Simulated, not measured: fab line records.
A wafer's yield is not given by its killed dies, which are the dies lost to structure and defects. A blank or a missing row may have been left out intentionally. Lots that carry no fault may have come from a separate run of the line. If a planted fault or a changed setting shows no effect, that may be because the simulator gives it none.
Problem report, 8D (eight disciplines) form, completed by code | flow nand-harc | the parts of the form that need people (team, actions taken, sign-off) are left out

1. WHAT IS WRONG
At NHARC_END_SORT_01, killed-at-periphery averages 82.5 over 2 wafers from 2 lots, while fault-free wafers read 3.7, standard deviation 2.9. Relative to the usual mean, that is a shift of +27 standard deviations.
Seen first at day 29 12:52 on prober-01, wafer L558.3. Wafers with a number at this step in the record: 9, from 3 lots. The rule behind "out" and "out of limits": a value lying over 4 standard deviations away from the usual mean. The rest of the wafers with a number are treated as sound.

2. WHAT IT IS, WHAT IT ISN'T
question                    | is                                  | is not
which readings at this step | killed-at-periphery, sort_bin_3_pct | killed-at-array, killed-at-other, killed-short, sort_bin_4_pct
which lots                  | L558, L559                          | L562
which wafers of those lots  | L558.3, L559.6                      | L558.1, L558.6, L559.4, L559.5
read on which gauges        | prober-01                           | -
when                        | from day 29 12:52                   | up to then (1 sound wafer); but 6 sound wafers of L558, L559, L562 came after

3. SUSPECTS, AND WHAT RULES EACH OUT
Counting: any tool at a process step up to the reading remains a suspect provided it ran every lot that is out. Sound lots after the first of them don't rule it out here, since some wafers of a struck lot are sound.
- the gauge at NHARC_END_SORT_01: kept. All the wafers that are out were read on prober-01, and no step on other tools shows them out.
- pvd-sputter-02 at NHARC_P_M0_PRE_CLEAN_29 (time 30 s): kept. It ran every lot that is out, first L558 (day 11 11:05).
- rie-diel-10 at NHARC_HYBRID_BOND_ACTIVATE_00 (chemistry N2, time 60 s): kept. It ran every lot that is out, first L558 (day 28 07:55).
Still standing after the count: pvd-sputter-02 at NHARC_P_M0_PRE_CLEAN_29, rie-diel-10 at NHARC_HYBRID_BOND_ACTIVATE_00, prober-01 at NHARC_END_SORT_01.

4. THE CAUSE (what the simulator had put in)
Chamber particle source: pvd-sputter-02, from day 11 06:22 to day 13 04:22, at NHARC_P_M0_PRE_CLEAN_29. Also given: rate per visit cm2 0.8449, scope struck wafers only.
Counting leaves 3 suspects; this tool is one of them.

5. THE CHAIN OF EFFECTS, in route order
One row per reading whose mean, taken over the struck wafers that have a number, lies over 3 standard deviations from the usual. Readings are gone through only where the record gives a usual standard deviation; hours: the median, over the lots, of the time from a lot's start at the first step in this table giving one to that lot's start at this step; sigmas: the change measured in usual standard deviations.
hours | step              | reading              | usual  | on struck wafers | change | sigmas
0     | NHARC_END_SORT_01 | defect-limited-yield | 91.4 % | 81.8             | -9.7   | -4.0
0     | NHARC_END_SORT_01 | killed-at-periphery  | 3.7    | 82.5             | +78.8  | +27
0     | NHARC_END_SORT_01 | killed-dies          | 58     | 124              | +66    | +4.1
0     | NHARC_END_SORT_01 | sort_bin_2_pct       | 3.1 %  | 7.6              | +4.5   | +4.1
0     | NHARC_END_SORT_01 | sort_bin_3_pct       | 0.6 %  | 3.9              | +3.3   | +10
0     | NHARC_END_SORT_01 | sort-n-pass          | 619    | 554              | -66    | -4.1
0     | NHARC_END_SORT_01 | sort-rim-yield-pct   | 94 %   | 82               | -12    | -3.2
0     | NHARC_END_SORT_01 | sort-yield-pct       | 91.4 % | 81.8             | -9.7   | -4.0

6. HOW IT WOULD HAVE BEEN CAUGHT EARLIER
The first out-of-limits reading at a measuring or inspecting step in this record came at day 29 12:52, 438 hours after the fault's start at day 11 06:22.
Of the tool readings at NHARC_P_M0_PRE_CLEAN_29 for which the record gives a usual standard deviation, none was out on any struck wafer, so an alarm limit of 4 standard deviations on them would not have fired.
Lots out: 2; all had begun NHARC_P_M0_PRE_CLEAN_29 on pvd-sputter-02 by day 29 12:52. Had the tool been put on hold then, not one of them would have been saved.
